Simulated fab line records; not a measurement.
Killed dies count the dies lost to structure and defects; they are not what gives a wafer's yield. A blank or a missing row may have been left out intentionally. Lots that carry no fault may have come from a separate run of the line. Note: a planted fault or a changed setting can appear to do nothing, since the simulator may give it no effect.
Lot-split experiment    flow n5Finfet    route with 1938 steps; 7 lots, 39 wafers read

## THE SPLIT ITSELF
At N5_MOL_CONTACT_COAG_EXPOSE_37 (exposes mask VD, defocus 0 nm), the setting doseMj was moved away from the recipe's 62 on 15 of the 39 wafers read, by -6.4% to +7.8%. For the rest of the wafers, this setting stayed at what the recipe calls for.

## FROM THE SPLIT TO THE READING: what the file shows between them, 9 steps
- N5_MOL_CONTACT_COAG_PEB_38: peb time 60 s
- N5_MOL_CONTACT_COAG_DEVELOP_39: develop time 30 s
- N5_MOL_CONTACT_COAG_CD_MEAS_40: target cd 25.1 nm
- N5_MOL_CONTACT_COAG_VIA_ETCH_117: etches SiO2 in C4F6/O2, target depth 40 nm, overetch 8 nm, time 26 s (also split here: targetDepthA)
- N5_MOL_CONTACT_COAG_ETCH_124: etches SiNx in CH3F/O2, stops on SiOC, target depth 6.5 nm
- N5_MOL_CONTACT_COAG_ETCH_48: etches SiOC in C4F6/O2, target depth 15 nm, overetch 4.5 nm, time 17 s
- N5_MOL_CONTACT_COAG_STRIP_72: strips in N2/H2
- N5_MOL_CONTACT_COAG_PRECLEAN_138: cleans in alkaline clean, time 60 s
- N5_MOL_CONTACT_COAG_SRD_139: time 30 s

## THE READING
cdNm (nm) at N5_MOL_CONTACT_COAG_CD_MEAS_101, where the cd target is 16 nm. A value of 16.00 nm with a standard deviation of 0.3 nm is what fault-free wafers of this fab line usually give.

wafer   tool, chamber at the split  doseMj as run  against the recipe  cdNm, nm  against lot-mates on the recipe
L075.1  euvScanner-02, 0            62             recipe              16.72     -
L075.2  euvScanner-02, 0            62             recipe              16.05     -
L075.3  euvScanner-02, 0            62             recipe              15.82     -
L075.4  euvScanner-02, 0            62             recipe              15.90     -
L075.5  euvScanner-02, 0            62             recipe              15.99     -
L075.6  euvScanner-02, 0            62             recipe              15.74     -
L079.1  euvScanner-01, 0            59             -4.8%               14.67     -1.58
L079.2  euvScanner-01, 0            62             recipe              16.84     -
L079.3  euvScanner-01, 0            62             recipe              15.80     -
L079.4  euvScanner-01, 0            59             -4.8%               14.73     -1.52
L079.5  euvScanner-01, 0            62             recipe              16.10     -
L079.6  euvScanner-01, 0            59             -4.8%               15.08     -1.17
L081.1  euvScanner-01, 0            66.86          +7.8%               17.05     +0.99
L081.2  euvScanner-01, 0            62             recipe              16.13     -
L081.3  euvScanner-01, 0            66.86          +7.8%               17.77     +1.71
L081.4  euvScanner-01, 0            62             recipe              16.11     -
L081.5  euvScanner-01, 0            62             recipe              15.95     -
L081.6  euvScanner-01, 0            66.86          +7.8%               17.67     +1.61
L082.1  euvScanner-01, 0            62             recipe              15.92     -
L082.2  euvScanner-01, 0            66.81          +7.8%               17.50     +1.61
L082.3  euvScanner-01, 0            62             recipe              15.92     -
L082.4  euvScanner-01, 0            66.81          +7.8%               17.85     +1.96
L082.5  euvScanner-01, 0            62             recipe              15.84     -
L082.6  euvScanner-01, 0            66.81          +7.8%               17.35     +1.46
L086.1  euvScanner-02, 0            58.01          -6.4%               14.73     -1.30
L086.2  euvScanner-02, 0            62             recipe              15.80     -
L086.3  euvScanner-02, 0            62             recipe              16.33     -
L086.4  euvScanner-02, 0            62             recipe              15.97     -
L086.5  euvScanner-02, 0            58.01          -6.4%               15.20     -0.83
L086.6  euvScanner-02, 0            58.01          -6.4%               15.00     -1.03
L092.3  euvScanner-02, 0            62             recipe              16.29     -
L092.4  euvScanner-02, 0            62             recipe              16.16     -
L092.6  euvScanner-02, 0            62             recipe              15.53     -
L095.1  euvScanner-01, 0            62             recipe              16.14     -
L095.2  euvScanner-01, 0            62             recipe              15.64     -
L095.3  euvScanner-01, 0            66.4           +7.1%               16.71     +0.87
L095.4  euvScanner-01, 0            62             recipe              15.74     -
L095.5  euvScanner-01, 0            66.4           +7.1%               17.36     +1.52
L095.6  euvScanner-01, 0            66.4           +7.1%               17.03     +1.19

FIT RESULTS
A straight line over all 39 wafers: cdNm changes by +0.184 nm for each +1% of doseMj; r = +0.93; the points scatter about the line by 0.31 nm.
The same after taking each lot's own level away (the mean of its wafers on the recipe; 39 wafers): +0.197 nm for each +1%; r = +0.94; scatter 0.31 nm.
Per that fit: largest doseMj move, reading shift of 1.5 nm.
Measured against the standard deviation above, the lots' own levels, which go from 15.840 to 16.247 nm, span 1.4 times it.
So the lot-to-lot level changes the slope little: the two slopes agree.
Check: for one of the wafers moved furthest among these (+7.8%), held out of the fit, the line's prediction against its lot-mates is +1.57 nm. It came out at +0.987 nm against them.

## THESE WAFERS: OTHER SPLITS
These wafers also went through other splits before the reading. Each is held against what the fit with the lots' levels taken away leaves over:
other split on the same wafers                 wafers away from the commonest value  r with cdNm (lot level and that fit taken away)
N5_HKMG_FIN_ETCH_35 biasW                      15                                    -0.11
N5_GATE_CUT_ETCH_56 targetDepthA               15                                    -0.29
N5_MOL_CONTACT_COAG_VIA_ETCH_117 targetDepthA  12                                    -0.12

## THE WHOLE CHAIN: every reading that the file lists as answering this split, in the file's order
step                             what it does       reading  change (the file's fit)                r (the file's)
N5_MOL_CONTACT_COAG_CD_MEAS_40   target cd 25.1 nm  cdNm     +0.187 nm for each +1% of the setting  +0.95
N5_MOL_CONTACT_COAG_CD_MEAS_101  target cd 16 nm    cdNm     +0.196 nm for each +1% of the setting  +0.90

## FILE'S OWN FIT
cdNm changes by +0.196 nm for each +1% of doseMj, r = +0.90.
